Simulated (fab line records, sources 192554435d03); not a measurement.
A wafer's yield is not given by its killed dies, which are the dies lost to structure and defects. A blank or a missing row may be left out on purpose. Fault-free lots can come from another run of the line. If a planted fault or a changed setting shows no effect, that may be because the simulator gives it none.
A lot that was struck, set against a sound lot ; flow n5 finfet ; 42 steps out of a route of 1938
Sound: the wafers L870.3, L870.5, L870.6. Struck: wafer L877.5. (L877.2 of the same lot was not struck and is left out.) The cause comes at the end.
At each step with rows: each side's tool, then ch and its chambers, then its first start. Under that, the readings that differ: sound wafers ; struck wafers ; difference of the means ; sigmas: that difference in standard deviations of wafers without a fault.
alike: readings with means less than 2 such deviations apart, plus words and numbers identical on both sides. not compared: withheld readings, readings lacking a value on some wafer, bounds such as >300 that could conceal the same value, and numbers that have no deviation in the record and whose values overlap.
Wherever a step has rows on one side only, a row that says differs or no value, or a row with sigmas, the two part there. Non-overlapping numbers with no deviation appear without sigmas and do not part them. Lack of a reading on every wafer of one side parts them only where that side has two or more wafers.

first, 11 steps without rows for these wafers: N5_BEOL_M1_DESCUM_33 (chemistry O2, time 7 s); N5_BEOL_M1_ETCH_77 (etches underlayer in N2/H2, target depth 6.5 nm, time 5.2 s); N5_BEOL_M1_ETCH_69 (etches SiARC in CF4, target depth 15.6 nm, time 26 s); N5_BEOL_M1_ALD_98 (deposits SiO2, target thk 2.5 nm, pulse time 1 s, co reactant pulse time 1 s); N5_BEOL_M1_ETCHBACK_99 (etches SiO2 in CHF3, target depth 5 nm, time 10.4 s); N5_BEOL_M1_ETCH_70 (etches SOC in N2/H2, target depth 80 nm, overetch 16 nm, time 120 s); N5_BEOL_M1_STRIP_71 (strips in N2/H2); N5_BEOL_M1_STRIP_78 (strips in N2/H2); N5_BEOL_M1_VIA_ETCH_34 (etches the open film in C4F6/O2, target depth 67.8 nm, time 64.4 s); N5_BEOL_M1_STRIP_83 (strips in C4F6/O2); N5_BEOL_M1_STRIP_36 (strips in N2/H2).
N5_BEOL_M1_TRENCH_ETCH_37: etches SiOC in C4F6/O2, target depth 55.207 nm, time 29 s.
  sound on rie diel-02 ch 1,2, day 6 19:52; struck on rie diel-02 ch 1, day 10 08:44
reading;sound;struck;difference;sigmas
oes product au (a.u.);0.75 0.76 0.86;0.99;+0.20;+2
model.etch.depth nm (nm);54.49 54.32 54.93;84.29;+29.71;
model.BEOL_M1.feature depth nm (nm);54.4 54.4 55;84.2;+29.6;
model.TiN_of_BEOL_M1_HM_DEP_02.thk nm (nm);17.6 17.6 17.6;16.2;-1.4;
  alike: drypump motor current A, rf vpp V, showerhead plenum p Torr, throttle valve pct
  not compared: rf hours counter h
then, 2 steps without rows for these wafers: N5_BEOL_M1_ETCH_41 (etches SiCN in CH3F/O2, target depth 31.9 nm, time 57.8 s); N5_BEOL_M1_STRIP_97 (strips in N2/H2, time 10 s).
N5_BEOL_M1_OCD_MEAS_38:
  sound on ocd-02 at day 6 20:02; struck on ocd-01 at day 10 08:53
reading;sound;struck;difference;sigmas
trench depth nm (nm);54.0 54.3 55.3;84.3;+29.8;+34
then, 25 steps without rows for these wafers: N5_BEOL_M1_HM_STRIP_39 (strips TiN in peroxide tin strip, target depth 25 nm, time 158 s); N5_BEOL_M1_SRD_40 (time 30 s); N5_BEOL_M1_PRECLEAN_42 (cleans in residue remover, time 60 s); N5_BEOL_M1_SRD_43 (time 30 s); N5_BEOL_M1_DEGAS_44 (time 60 s); N5_BEOL_M1_PRE_CLEAN_45 (time 30 s); N5_BEOL_M1_ALD_84 (deposits TaN, pulse time 2 s, purge time 3 s, co reactant purge time 2 s); N5_BEOL_M1_SURFACE_TREAT_85; N5_BEOL_M1_CVD_47 (deposits Co from CCTBA/H2, target thk 3 nm, time 223.8 s); N5_BEOL_M1_SPUTTER_48 (material Cu, target thk 4.5 nm, time 8.29 s); N5_BEOL_M1_ANNEAL_49 (time 240 s); N5_BEOL_M1_SPUTTER_79 (material Cu, target thk 4.5 nm, time 8.29 s); N5_BEOL_M1_ANNEAL_80 (time 240 s); N5_BEOL_M1_SPUTTER_81 (material Cu, target thk 4.5 nm, time 8.29 s); N5_BEOL_M1_ANNEAL_82 (time 240 s); N5_BEOL_M1_SPUTTER_86 (material Cu, target thk 4.5 nm, time 8.29 s); N5_BEOL_M1_ANNEAL_87 (time 240 s); N5_BEOL_M1_SPUTTER_88 (material Cu, target thk 4.5 nm, time 8.29 s); N5_BEOL_M1_ANNEAL_89 (time 240 s); N5_BEOL_M1_SPUTTER_90 (material Cu, target thk 4.5 nm, time 8.29 s); N5_BEOL_M1_ANNEAL_91 (time 240 s); N5_BEOL_M1_SPUTTER_92 (material Cu, target thk 4.5 nm, time 8.29 s); N5_BEOL_M1_ANNEAL_93 (time 240 s); N5_BEOL_M1_SPUTTER_94 (material Cu, target thk 4.5 nm, time 8.29 s); N5_BEOL_M1_ANNEAL_95 (time 240 s).
N5_BEOL_M4_RC_MEAS_101:
  the record has rows for the sound wafers here (prober-02 ch 0, day 11 02:54) and none for the struck ones
-- here the record skips 6 days between the struck wafers' starts before and after, leaving off in module BEOL_M4 and picking up in module PASSIVATION (first step shown: number 1936 of the route) --
N5_PASSIVATION_PROBE_49:
  record: rows for the struck wafers here (prober-02, day 16 09:45), none for the sound ones

== WHERE THEY PART ==
First at N5_BEOL_M1_TRENCH_ETCH_37; last, within this record, at N5_PASSIVATION_PROBE_49.

WHY: whatever the simulator had introduced
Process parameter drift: rie diel-02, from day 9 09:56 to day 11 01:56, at N5_BEOL_M1_TRENCH_ETCH_37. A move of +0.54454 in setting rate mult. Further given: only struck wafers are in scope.
